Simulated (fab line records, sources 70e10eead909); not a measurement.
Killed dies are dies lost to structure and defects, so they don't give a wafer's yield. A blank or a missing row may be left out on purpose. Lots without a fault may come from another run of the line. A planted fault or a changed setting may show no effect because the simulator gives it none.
A struck lot beside a sound one | flow nand_harc | 14 steps out of a route of 1159
Sound: wafers L874.1, L874.5, L874.6. Struck: wafers L877.4, L877.5, L877.6. The cause comes at the end.
At each step with rows: each side's tool, then ch and its chambers, then its first start. Under that, the readings that differ: sound wafers | struck wafers | difference of the means | sigmas: that difference in standard deviations of wafers without a fault.
alike: readings whose means differ by less than 2 such deviations, and words and numbers that are the same on both sides. not compared: withheld readings, readings that some wafer has no value for, bounds like >300 that may hide the same value, and numbers for which the record gives no deviation and whose values overlap.
The two part at a step that has a row with sigmas, a row that says differs or no value, or rows on one side only. Numbers that don't overlap but have no deviation are shown without sigmas and don't part them. A reading that every wafer of one side lacks parts them only if that side has two wafers or more.

NHARC_A_WL_FILL_STRIP_27: strips in N2/H2, time 20 s.
  sound on plasma_asher-02 ch 0,1, day 15 05:56; struck on plasma_asher-01 ch 0,1, day 16 21:01
  alike: drypump_motor_current_A, heater_power_w
  not compared: rf_hours_counter_h
then, 4 steps without rows for these wafers: NHARC_A_WL_FILL_STRIP_28 (strips in post etch residue remover, time 1200 s); NHARC_A_WL_FILL_PRECLEAN_06 (cleans in DIW, time 300 s); NHARC_A_WL_FILL_SRD_07; NHARC_A_WL_FILL_ANNEAL_08 (time 1800 s).
NHARC_A_WL_FILL_ALD_10: deposits SiO2, target thk 50 nm, pulse time 10 s, ald cycles 500.
  sound on ald_hk-02 ch 0,3, day 15 10:28; struck on ald_hk-02 ch 1,2,3, day 17 04:01
  alike: heater_power_outer_w, heater_power_w, precursor_pulse_height_rel
NHARC_A_WL_FILL_ETCHBACK_16: etches the open film in C4F8/O2/Ar, target depth 88 nm, time 17.6 s.
  sound on rie_diel-12 ch 1,2; struck on rie_diel-12 ch 0,2,3
  alike: oes_product_au, rf_vpp_V
  not compared: rf_hours_counter_h
NHARC_A_WL_FILL_STRIP_29: strips in O2, time 20 s.
  sound on rie_diel-12 ch 1,2, day 15 14:38; struck on rie_diel-12 ch 0,3, day 17 07:13
  reading               | sound             | struck            | difference | sigmas
  oes_product_au (a.u.) | 1.022 0.996 1.023 | 0.978 0.986 0.992 | -0.028     | -3
  alike: drypump_motor_current_A, rf_vpp_V, showerhead_plenum_p_Torr, throttle_valve_pct
  not compared: rf_hours_counter_h
then, 3 steps without rows for these wafers: NHARC_A_WL_FILL_ETCHBACK_17 (etches the open film in Cl2/BCl3, target depth 4 nm, time 26.7 s); NHARC_A_WL_FILL_PRECLEAN_18 (cleans in dHF, time 30 s); NHARC_A_WL_FILL_SRD_21.
NHARC_A_WL_FILL_CVD_23: deposits poly-Si, target thk 40 nm, time 800 s.
  sound on lpcvd_poly-04 ch 0, day 15 17:14; struck on lpcvd_poly-04 ch 0, day 18 15:46
  reading                | sound             | struck            | difference | sigmas
  pressure_mtorr (mTorr) | 200.3 200.9 200.4 | 199.4 199.4 200.0 | -0.9       | -2
NHARC_A_WL_FILL_ETCHBACK_26: etches the open film in HBr, target depth 52 nm, time 13.3 s.
  sound on rie_si-06 ch 1,2, day 15 19:52; struck on rie_si-04 ch 2,3, day 18 18:22
  alike: drypump_motor_current_A, hbr_flow_sccm, oes_product_au, throttle_valve_pct
  not compared: rf_hours_counter_h
-- the record jumps here: 3 days lie between the struck wafers' starts before and after (it left off in module A_WL_FILL and takes up again in module END, whose first step shown is number 1159 of the route) --
NHARC_END_SORT_01:
  the record has rows for the struck wafers here (prober-01 ch 0, day 22 01:21) and none for the sound ones

WHERE THEY PART
First at NHARC_A_WL_FILL_STRIP_29; last, within this record, at NHARC_END_SORT_01.

WHY: what the simulator had put in
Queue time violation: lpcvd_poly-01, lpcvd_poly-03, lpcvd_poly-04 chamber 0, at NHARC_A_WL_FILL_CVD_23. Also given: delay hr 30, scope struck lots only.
